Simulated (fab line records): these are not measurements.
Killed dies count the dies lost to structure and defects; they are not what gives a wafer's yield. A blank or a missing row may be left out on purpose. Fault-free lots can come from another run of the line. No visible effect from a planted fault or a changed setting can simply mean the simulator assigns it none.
Matching of chambers / flow nandHarc / NHARC_P_GATE_DESCUM_93 on rieDiel-13: 4 sister chambers
The step chemistry O2, time 3 s. 4 wafers are shown with their chamber, then 7 later ones without.

WAFERS WITH THEIR CHAMBER
wafer=L082.3; chamber=0; showerheadPlenumPTorr (Torr)=1.89
wafer=L089.1; chamber=3; showerheadPlenumPTorr (Torr)=2.03
wafer=L090.1; chamber=2; showerheadPlenumPTorr (Torr)=1.95
wafer=L090.4; chamber=1; showerheadPlenumPTorr (Torr)=1.79

WAFERS WITH NO CHAMBER GIVEN
wafer=L090.5; showerheadPlenumPTorr (Torr)=1.79
wafer=L093.1; showerheadPlenumPTorr (Torr)=1.79
wafer=L093.2; showerheadPlenumPTorr (Torr)=2.03
wafer=L093.5; showerheadPlenumPTorr (Torr)=2.03
wafer=L096.3; showerheadPlenumPTorr (Torr)=1.79
wafer=L096.5; showerheadPlenumPTorr (Torr)=1.79
wafer=L096.6; showerheadPlenumPTorr (Torr)=1.88

THE CHAMBER EACH PASSED THROUGH
wafer=L090.5; from the rows above=1; in truth=1
wafer=L093.1; from the rows above=1; in truth=1
wafer=L093.2; from the rows above=3; in truth=3
wafer=L093.5; from the rows above=3; in truth=3
wafer=L096.3; from the rows above=1; in truth=1
wafer=L096.5; from the rows above=1; in truth=1
wafer=L096.6; from the rows above=0; in truth=0
Correct placement for 7 of the 7. Left unplaced by these rows: 0. Wrongly placed: 0.
How it was worked out, from the rows above alone: a wafer's distance from a chamber is the root of the sum, over the readings, of the square of ((its reading less the chamber's mean) divided by the reading's scatter). If the next closest chamber is less than 2 further off than the closest, the wafer can't be placed; otherwise it belongs to the closest. For every chamber, the mean is computed from those of its wafers that are shown. The scatter: with one shown wafer a chamber, the root of the mean of the squares of how far each hidden wafer lies from its nearest shown one.
